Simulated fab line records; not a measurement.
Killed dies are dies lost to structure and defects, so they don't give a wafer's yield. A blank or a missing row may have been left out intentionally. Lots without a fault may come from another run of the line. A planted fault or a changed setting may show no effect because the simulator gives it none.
Chamber matching	flow n5 finfet	4 sister chambers for N5_ZERO_LAYER_DESCUM_16 on rie diel-01
The step chemistry O2, time 7.9 s. 4 wafers are shown with their chamber, then 8 later ones without.

== WAFERS WITH THEIR CHAMBER ==
wafer	chamber	showerhead plenum p Torr (Torr)
L078.3	2	2.06
L085.3	3	2.15
L085.4	0	2.11
L087.2	1	2.14

== WAFERS WHOSE CHAMBER IS MISSING ==
wafer	showerhead plenum p Torr (Torr)
L087.3	2.15
L087.6	2.11
L091.2	2.11
L091.5	2.05
L091.6	2.13
L093.3	2.05
L093.4	2.14
L093.6	2.13

== WHICH CHAMBER EACH WENT THROUGH ==
wafer	from the rows above	in truth
L087.3	can't be placed: 3 or 1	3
L087.6	0	0
L091.2	0	0
L091.5	2	2
L091.6	can't be placed: 1 or 0 or 3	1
L093.3	2	2
L093.4	can't be placed: 1 or 3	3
L093.6	can't be placed: 1 or 0 or 3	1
4 of 8 placed correctly. Not placeable from these rows: 4 (in 4, the candidates include the true chamber). Placed wrongly: 0.
How it was worked out, from the rows above alone: a wafer's distance from a chamber is the root of the sum, over the readings, of the square of ((its reading less the chamber's mean) divided by the reading's scatter). If the next closest chamber is less than 2 further off than the closest, the wafer can't be placed; otherwise it belongs to the closest. Each chamber's mean is taken over the wafers shown for it. The scatter: root of mean squared gap, hidden wafer to nearest shown wafer, with one shown wafer a chamber.
